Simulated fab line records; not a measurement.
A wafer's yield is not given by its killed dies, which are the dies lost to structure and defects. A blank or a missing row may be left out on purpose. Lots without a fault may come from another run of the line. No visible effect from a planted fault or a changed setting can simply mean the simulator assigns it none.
Which of the tools did it? | flow nand-harc | 14 lots with 42 wafers sampled at 5 steps, on a route of 1159 steps

## WHAT THE GAUGES READ, wafer by wafer
NHARC_A_BLC_OVL_MEAS_11. Usual: overlay-x-nm 0.3 nm, standard deviation 0.79; overlay-y-nm 0.0 nm, standard deviation 0.83.
lot  | measured     | on         | overlay-x-nm (nm) | overlay-y-nm (nm) | flag
L168 | day 17 14:08 | overlay-02 | 1.8 1.1 1.4       | 1.1 0.8 0.5       |
L169 | day 17 14:44 | overlay-01 | 0.5 0.1 1.1       | 0.2 0.6 0.0       |
L170 | day 17 16:23 | overlay-01 | 0.4 0.1 0.8       | 0.6 0.8 0.5       |
L166 | day 17 16:53 | overlay-01 | -0.4 0.4 0.0      | 0.3 -0.2 -0.4     |
L171 | day 18 03:14 | overlay-02 | 1.2 1.5 0.7       | 0.1 -0.2 0.0      |
L167 | day 18 12:31 | overlay-02 | 0.0 0.7 0.2       | 1.2 1.2 1.0       |
L173 | day 19 11:25 | overlay-01 | 0.2 0.7 0.0       | -0.1 0.6 0.2      |
L175 | day 19 12:10 | overlay-02 | -0.5 -0.3 -0.3    | -0.8 -0.3 -0.5    |
L176 | day 20 12:35 | overlay-01 | 1.3 1.4 1.1       | 1.9 2.3 1.7       |
L177 | day 20 16:09 | overlay-02 | -0.2 -0.9 -0.7    | -0.8 -1.3 -0.6    |
L179 | day 20 16:54 | overlay-02 | 0.5 -0.4 0.3      | -1.3 -2.0 -1.0    |
L178 | day 21 01:25 | overlay-01 | -0.6 -0.3 -0.6    | 0.7 1.1 0.5       |
L188 | day 22 19:28 | overlay-01 | 0.5 0.5 0.6       | -0.2 -0.1 -0.1    |
L189 | day 22 20:12 | overlay-01 | 0.8 1.1 0.8       | -0.2 -0.8 -0.6    |

NHARC_END_SORT_01. Usual: killed-at-array 29, standard deviation 11; killed-at-other 0.6, standard deviation 1; killed-at-periphery 3.1, standard deviation 2.1; killed-dies 33, standard deviation 11; killed-open 3.1, standard deviation 1.9; killed-short 1.9, standard deviation 1.5.
lot  | measured     | on        | killed-at-array | killed-at-other | killed-at-periphery | killed-dies | killed-open | killed-short | flag
L176 | day 22 11:31 | prober-01 | 18 27 14        | 0 0 0           | 3 1 4               | 21 28 18    | 5 10 5      | 1 2 1        |
L179 | day 22 19:25 | prober-02 | 28 26 27        | 2 2 2           | 2 2 4               | 32 30 33    | 2 1 2       | 3 2 0        |
L178 | day 23 02:41 | prober-01 | 25 26 29        | 0 0 0           | 1 3 2               | 26 29 31    | 3 0 1       | 1 3 2        |

## WHICH TOOL RAN EACH LOT (tool, then ch and the chambers of the sampled wafers, then the start)
lot  | NHARC_A_CONTACT_ETCH_136             | NHARC_A_CONTACT_CMP_20        | NHARC_A_BLC_SOFTBAKE_05
L168 | har-cap-etch-02 ch 0,1, day 17 07:39 | cmp-03 ch 0,1, day 17 13:07   | litho-track-04 ch 0, day 17 13:00
L169 | har-cap-etch-03 ch 0,1, day 17 09:54 | cmp-02 ch 1,2,3, day 17 13:44 | litho-track-01 ch 0, day 17 14:00
L170 | har-cap-etch-01 ch 0,1, day 17 12:08 | cmp-03 ch 0,1,3, day 17 15:23 | litho-track-04 ch 0, day 17 15:00
L166 | har-cap-etch-03 ch 0,1, day 17 12:50 | cmp-02 ch 0,2,3, day 17 15:53 | litho-track-04 ch 0, day 17 16:00
L171 | har-cap-etch-02 ch 0,1, day 17 23:17 | cmp-03 ch 1,2, day 18 02:21   | litho-track-04 ch 0, day 18 02:00
L167 | har-cap-etch-01 ch 0,1, day 18 01:32 | cmp-01 ch 1,2,3, day 18 11:32 | litho-track-04 ch 0, day 18 11:00
L173 | har-cap-etch-01 ch 0,1, day 19 02:09 | cmp-01 ch 0,1,3, day 19 10:24 | litho-track-04 ch 0, day 19 10:00
L175 | har-cap-etch-03 ch 0,1, day 19 06:20 | cmp-03 ch 0,1, day 19 11:11   | litho-track-04 ch 0, day 19 11:00
L176 | har-cap-etch-02 ch 0,1, day 20 05:43 | cmp-01 ch 0,2,3, day 20 11:35 | litho-track-01 ch 0, day 20 12:00
L177 | har-cap-etch-03 ch 0,1, day 20 09:14 | cmp-01 ch 0,1,2, day 20 15:13 | litho-track-04 ch 0, day 20 15:00
L179 | har-cap-etch-02 ch 0, day 20 09:18   | cmp-02 ch 1,2, day 20 15:54   | litho-track-01 ch 0, day 20 16:00
L178 | har-cap-etch-01 ch 0,1, day 20 18:28 | cmp-03 ch 0,1,3, day 21 00:25 | litho-track-06 ch 0, day 21 00:00
L188 | har-cap-etch-01 ch 0,1, day 22 11:43 | cmp-03 ch 1,2, day 22 18:29   | litho-track-01 ch 0, day 22 18:00
L189 | har-cap-etch-03 ch 0,1, day 22 12:52 | cmp-03 ch 0,1, day 22 19:21   | litho-track-01 ch 0, day 22 19:00
- NHARC_A_CONTACT_ETCH_136: etches the open film in C4F8/O2/Ar, time 132 s, target depth 1287 nm.
- NHARC_A_CONTACT_CMP_20: polishes, t overpolish 30 s, target thk 300 nm.
- NHARC_A_BLC_SOFTBAKE_05: time 55 s.

## AS READ BY THE TOOLS THEMSELVES (means over the sampled wafers that have a number; for cases with no such wafer, the mark the record gives instead)
NHARC_A_CONTACT_CMP_20. Usual: edge-zone-pressure-frac 1.000, standard deviation 0.005; motor-current-A 12.1 A, standard deviation 0.82; overpolish-run-s 30.002 s, standard deviation 0.0085; time-to-endpoint-s 60 s, standard deviation 3.4.
lot  | tool   | edge-zone-pressure-frac | motor-current-A (A) | overpolish-run-s (s) | time-to-endpoint-s (s) | flag
L168 | cmp-03 | 1.001                   | 11.6                | 30.002               | 60                     |
L169 | cmp-02 | 1.000                   | 12.0                | 30.002               | 63                     |
L170 | cmp-03 | 0.999                   | 12.3                | 30.003               | 62                     |
L166 | cmp-02 | 1.005                   | 11.8                | 30.005               | 65                     |
L171 | cmp-03 | 1.004                   | 12.3                | 29.998               | 59                     |
L167 | cmp-01 | 1.001                   | 12.1                | 30.001               | 58                     |
L173 | cmp-01 | 1.001                   | 11.9                | 30.001               | 58                     |
L175 | cmp-03 | 0.999                   | 12.0                | 30.003               | 57                     |
L176 | cmp-01 | 0.999                   | 12.4                | 30.003               | 58                     |
L177 | cmp-01 | 1.002                   | 11.7                | 30.004               | 62                     |
L179 | cmp-02 | 0.999                   | 12.5                | 30.003               | 64                     |
L178 | cmp-03 | 1.000                   | 12.4                | 30.012               | 55                     |
L188 | cmp-03 | 1.002                   | 12.4                | 30.002               | 59                     |
L189 | cmp-03 | 0.996                   | 11.8                | 29.997               | 59                     |

NHARC_A_BLC_SOFTBAKE_05. Usual: heater-power-total-W at 188.46 W, with a standard deviation of 0.14.
lot  | tool           | heater-power-total-W (W) | flag
L168 | litho-track-04 | 188.31                   |
L169 | litho-track-01 | 188.33                   |
L170 | litho-track-04 | 188.40                   |
L166 | litho-track-04 | 188.32                   |
L171 | litho-track-04 | 188.42                   |
L167 | litho-track-04 | 188.52                   |
L173 | litho-track-04 | 188.57                   |
L175 | litho-track-04 | 188.51                   |
L176 | litho-track-01 | 188.42                   |
L177 | litho-track-04 | 188.48                   |
L179 | litho-track-01 | 188.43                   |
L178 | litho-track-06 | 188.48                   |
L188 | litho-track-01 | 179.00                   | OFF
L189 | litho-track-01 | 178.96                   | OFF

## THE ANSWER, worked out from the rows above alone
Rule: a lot counts as off when the mean over its wafers that have a number is more than 3 standard deviations away from the usual mean. A lot without any number at a reading at which 4 lots or more have one is off too. The other lots that the step has rows for count as sound. After the gauges, taken in route order, come the tools' own readings; for these a lot's mean is taken, as printed above. At the first step where some lot is off, the reading lying furthest off is the one used; lots without a number count as furthest.
Off: L188, L189 (NHARC_A_BLC_SOFTBAKE_05, heater-power-total-W).
If a tool, at that step or one of the process steps before it, ran each lot that is off and ran no sound lot following the first of them, it fits. 2 tools fit, cmp-03 at NHARC_A_CONTACT_CMP_20 and litho-track-01 at NHARC_A_BLC_SOFTBAKE_05, so this cannot tell which one it is.

## WHAT THE SIMULATOR HAD PUT IN
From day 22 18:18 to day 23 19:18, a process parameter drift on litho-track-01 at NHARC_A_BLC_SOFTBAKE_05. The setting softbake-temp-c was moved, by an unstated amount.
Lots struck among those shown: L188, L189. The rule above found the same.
